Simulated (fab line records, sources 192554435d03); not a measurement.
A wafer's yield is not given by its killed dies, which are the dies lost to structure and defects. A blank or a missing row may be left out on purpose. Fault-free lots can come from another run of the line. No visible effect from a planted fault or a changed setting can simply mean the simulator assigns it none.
Which tool did it? + flow n5 finfet + 11 lots with 33 wafers sampled at 5 steps, on a route of 1938 steps

## WHAT THE GAUGES READ, wafer by wafer
The record lacks any reading of a measuring or inspecting step that a usual standard deviation could be used to judge.

## EACH LOT AND THE TOOL THAT RAN IT (in order: tool; ch and the chambers of the sampled wafers; start)
| lot  | N5_BEOL_M9_DEGAS_44          | N5_BEOL_M9_SURFACE_TREAT_79  | N5_BEOL_M10_COAT_59               | N5_BEOL_M10_DESCUM_16              | N5_PASSIVATION_PROBE_49 |
|------|------------------------------|------------------------------|-----------------------------------|------------------------------------|-------------------------|
| L665 | pvd sputter-01, day 10 00:24 | pvd sputter-01, day 10 00:50 | litho track-02 ch 0, day 10 04:11 | rie diel-04 ch 0,1,2, day 10 04:31 | -                       |
| L666 | pvd sputter-01, day 10 20:22 | pvd sputter-01, day 10 20:58 | litho track-03 ch 0, day 10 23:46 | rie diel-05 ch 1,2,3, day 11 00:05 | -                       |
| L667 | pvd sputter-02, day 10 23:41 | pvd sputter-02, day 11 00:10 | litho track-02 ch 0, day 11 05:29 | rie diel-05 ch 0,1,2, day 11 05:52 | -                       |
| L669 | pvd sputter-03, day 11 13:07 | pvd sputter-03, day 11 13:31 | litho track-03 ch 0, day 11 17:23 | rie diel-05 ch 0,1,2, day 11 17:54 | -                       |
| L670 | pvd sputter-03, day 11 13:11 | pvd sputter-03, day 11 13:39 | litho track-02 ch 0, day 11 16:53 | rie diel-05 ch 1,2,3, day 11 17:38 | -                       |
| L676 | pvd sputter-03, day 13 10:35 | pvd sputter-03, day 13 10:59 | litho track-02 ch 0, day 13 13:55 | rie diel-05 ch 0,1,3, day 13 14:30 | -                       |
| L678 | pvd sputter-01, day 13 20:22 | pvd sputter-02, day 13 20:50 | litho track-03 ch 0, day 13 23:31 | rie diel-01 ch 0,2, day 13 23:58   | -                       |
| L680 | pvd sputter-02, day 14 03:59 | pvd sputter-01, day 14 04:37 | litho track-02 ch 0, day 14 09:14 | rie diel-05 ch 0,3, day 14 09:40   | -                       |
| L685 | pvd sputter-03, day 15 21:01 | pvd sputter-01, day 15 21:26 | litho track-03 ch 0, day 16 02:32 | rie diel-05 ch 0,1,2, day 16 02:59 | -                       |
| L683 | pvd sputter-02, day 16 09:07 | pvd sputter-01, day 16 09:31 | litho track-03 ch 0, day 16 12:42 | rie diel-05 ch 0,1,2, day 16 13:05 | prober-01, day 18 22:05 |
| L686 | pvd sputter-03, day 16 12:46 | pvd sputter-01, day 16 13:11 | litho track-02 ch 0, day 16 16:25 | rie diel-04 ch 1,2,3, day 16 17:25 | -                       |
- N5_BEOL_M9_DEGAS_44: time 60 s.
- N5_BEOL_M9_SURFACE_TREAT_79
- N5_BEOL_M10_COAT_59: time 60 s, resist thk 100 nm.
- N5_BEOL_M10_DESCUM_16: chemistry O2, time 7.9 s.
- N5_PASSIVATION_PROBE_49

## WHAT THE TOOLS THEMSELVES READ (means of the sampled wafers that have a number; where no wafer has one, the mark that the record gives instead)
N5_BEOL_M9_DEGAS_44. Usual: heater power w reads 327 W (standard deviation 30).
| lot  | tool           | heater power w (W) | flag |
|------|----------------|--------------------|------|
| L665 | pvd sputter-01 | 333                |      |
| L666 | pvd sputter-01 | 317                |      |
| L667 | pvd sputter-02 | 336                |      |
| L669 | pvd sputter-03 | 308                |      |
| L670 | pvd sputter-03 | 331                |      |
| L676 | pvd sputter-03 | 324                |      |
| L678 | pvd sputter-01 | 315                |      |
| L680 | pvd sputter-02 | 300                |      |
| L685 | pvd sputter-03 | 335                |      |
| L683 | pvd sputter-02 | 372                |      |
| L686 | pvd sputter-03 | 348                |      |

N5_BEOL_M10_COAT_59. Usual: plate temp C 250.04 C, standard deviation 0.17; spin speed rpm 1499.8 rpm, standard deviation 1.1.
| lot  | tool           | plate temp C (C) | spin speed rpm (rpm) | flag |
|------|----------------|------------------|----------------------|------|
| L665 | litho track-02 | 250.00           | 1499.7               |      |
| L666 | litho track-03 | 249.92           | 1499.7               |      |
| L667 | litho track-02 | 249.98           | 1500.4               |      |
| L669 | litho track-03 | 250.06           | 1498.6               |      |
| L670 | litho track-02 | 250.04           | 1500.2               |      |
| L676 | litho track-02 | 250.16           | 1499.9               |      |
| L678 | litho track-03 | 250.15           | 1499.3               |      |
| L680 | litho track-02 | 250.04           | 1500.0               |      |
| L685 | litho track-03 | 250.01           | 1559.6               | OFF  |
| L683 | litho track-03 | 249.89           | 1559.4               | OFF  |
| L686 | litho track-02 | 250.24           | 1500.0               |      |

N5_BEOL_M10_DESCUM_16. Usual: drypump motor current A 5.8 A, standard deviation 0.43; oes product au 0.77 a.u., standard deviation 0.086; rf vpp V 244.0 V, standard deviation 1; showerhead plenum p Torr 2.14 Torr, standard deviation 0.05; throttle valve pct 20.40 %, standard deviation 0.24.
| lot  | tool        | drypump motor current A (A) | oes product au (a.u.) | rf vpp V (V) | showerhead plenum p Torr (Torr) | throttle valve pct (%) | flag |
|------|-------------|-----------------------------|-----------------------|--------------|---------------------------------|------------------------|------|
| L665 | rie diel-04 | 5.8                         | 0.83                  | 244.9        | 2.14                            | 20.28                  |      |
| L666 | rie diel-05 | 6.0                         | 0.70                  | 243.6        | 2.17                            | 20.52                  |      |
| L667 | rie diel-05 | 5.8                         | 0.70                  | 243.7        | 2.17                            | 20.49                  |      |
| L669 | rie diel-05 | 5.8                         | 0.70                  | 244.0        | 2.17                            | 20.50                  |      |
| L670 | rie diel-05 | 6.0                         | 0.69                  | 244.4        | 2.17                            | 20.53                  |      |
| L676 | rie diel-05 | 5.9                         | 0.69                  | 244.7        | 2.17                            | 20.60                  |      |
| L678 | rie diel-01 | 5.7                         | 0.89                  | 244.4        | 2.12                            | 19.93                  |      |
| L680 | rie diel-05 | 5.9                         | 0.69                  | 243.9        | 2.16                            | 20.62                  |      |
| L685 | rie diel-05 | 5.8                         | 0.85                  | 244.2        | 2.16                            | 20.29                  |      |
| L683 | rie diel-05 | 5.8                         | 0.84                  | 243.6        | 2.16                            | 20.29                  |      |
| L686 | rie diel-04 | 5.2                         | 0.77                  | 242.8        | 2.06                            | 20.43                  |      |

N5_PASSIVATION_PROBE_49. Usual: defect limited yield 91.3 %, standard deviation 1.4; killed_at_M0_to_M3 34, standard deviation 9.2; killed_at_M4_up 13, standard deviation 5.3; killed at contacts 12, standard deviation 6; killed at front end 39, standard deviation 12; killed at other 4, standard deviation 3.3; killed dies 102, standard deviation 17; killed open 67, standard deviation 12; killed short 34, standard deviation 7.4; sort_bin_5_function 5.1 %, standard deviation 1; sort_bin_6_memory 3.2 %, standard deviation 0.6; sort n pass 1078, standard deviation 17; sort yield pct 91.3 %, standard deviation 1.4.
| lot  | tool      | defect limited yield (%) | killed_at_M0_to_M3 | killed_at_M4_up | killed at contacts | killed at front end | killed at other | killed dies | killed open | killed short | sort_bin_5_function (%) | sort_bin_6_memory (%) | sort n pass | sort yield pct (%) | flag |
|------|-----------|--------------------------|--------------------|-----------------|--------------------|---------------------|-----------------|-------------|-------------|--------------|-------------------------|-----------------------|-------------|--------------------|------|
| L683 | prober-01 | 91.3                     | 28                 | 14              | 8                  | 52                  | 0               | 103         | 64          | 36           | 5.2                     | 3.2                   | 1077        | 91.3               |      |

## THE ANSWER, worked out from the rows above alone
Rule: take the mean of a lot's wafers that have a number; if it is more than 3 standard deviations from the usual mean, the lot is off. A lot without any number at a reading at which 4 lots or more have one is off too. All remaining lots with rows at the step are treated as sound. The gauges are gone through in route order, then the tools' own readings, and for those a lot's mean is taken as printed above. At the first step where some lot is off, the reading lying furthest off is the one used; lots without a number count as furthest.
Off: L685, L683 (N5_BEOL_M10_COAT_59, spin speed rpm).
A tool fits if, at that step or a process step before it, it ran every lot that is off, and no sound lot after the first of them. One candidate fits, namely litho track-03 at N5_BEOL_M10_COAT_59. A fault onset in the window from L678 (day 13 23:31, its last sound lot) to L685 (day 16 02:32, its first lot off) fits.
On the lots that are off, the tool's own readings at N5_BEOL_M10_COAT_59 differ by more than 5 times the standard deviation of the sound lots' means, which bears it out; spin speed rpm reads 1559.5 rpm there versus 1499.8 rpm on the sound lots.

## WHAT THE SIMULATOR HAD PUT IN
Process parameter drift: litho track-03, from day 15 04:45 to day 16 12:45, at N5_BEOL_M10_COAT_59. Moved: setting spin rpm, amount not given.
Lots struck among those shown: L685, L683. The rule given above showed the same thing.
